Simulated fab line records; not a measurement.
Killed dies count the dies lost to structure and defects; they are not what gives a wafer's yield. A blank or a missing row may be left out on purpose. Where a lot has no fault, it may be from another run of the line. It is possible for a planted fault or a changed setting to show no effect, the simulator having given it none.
Chamber matching    flow n5-finfet    rie-diel-02 running N5_BEOL_M14_VIA_ETCH_16: 3 sister chambers
The step etches SiO2 in C4F8/O2/Ar, target depth 1231.3 nm. 6 wafers are shown with their chamber, then 5 later ones without.

== WAFERS PAIRED WITH THEIR CHAMBERS ==
wafer   chamber  drypump-motor-current-A (A)  showerhead-plenum-p-Torr (Torr)
L083.2  1        5.6                          3.44
L085.6  0        5.8                          3.48
L088.3  3        4.7                          3.29
L088.5  3        4.8                          3.29
L088.6  1        5.6                          3.43
L090.3  0        5.8                          3.47

== WAFERS MISSING THEIR CHAMBER ==
wafer   drypump-motor-current-A (A)  showerhead-plenum-p-Torr (Torr)
L090.5  5.6                          3.43
L090.6  5.8                          3.48
L091.1  5.8                          3.47
L095.5  4.7                          3.29
L095.6  5.8                          3.47

== CHAMBER TAKEN BY EACH ==
wafer   from the rows above  in truth
L090.5  1                    1
L090.6  0                    0
L091.1  0                    0
L095.5  3                    3
L095.6  0                    0
Correct placement for 5 of the 5. Can't be placed from these rows: 0. 0 placed wrongly.
How it was worked out, from the rows above alone: a wafer's distance from a chamber is the root of the sum, over the readings, of the square of ((its reading less the chamber's mean) divided by the reading's scatter). The wafer belongs to the nearest chamber; if the next one is less than 2 further off, it can't be placed. Each chamber's mean is taken over the wafers shown for it. The scatter is the square root of a quotient: the sum, over the shown wafers, of each reading's squared deviation from its chamber's mean, divided by wafers minus chambers.
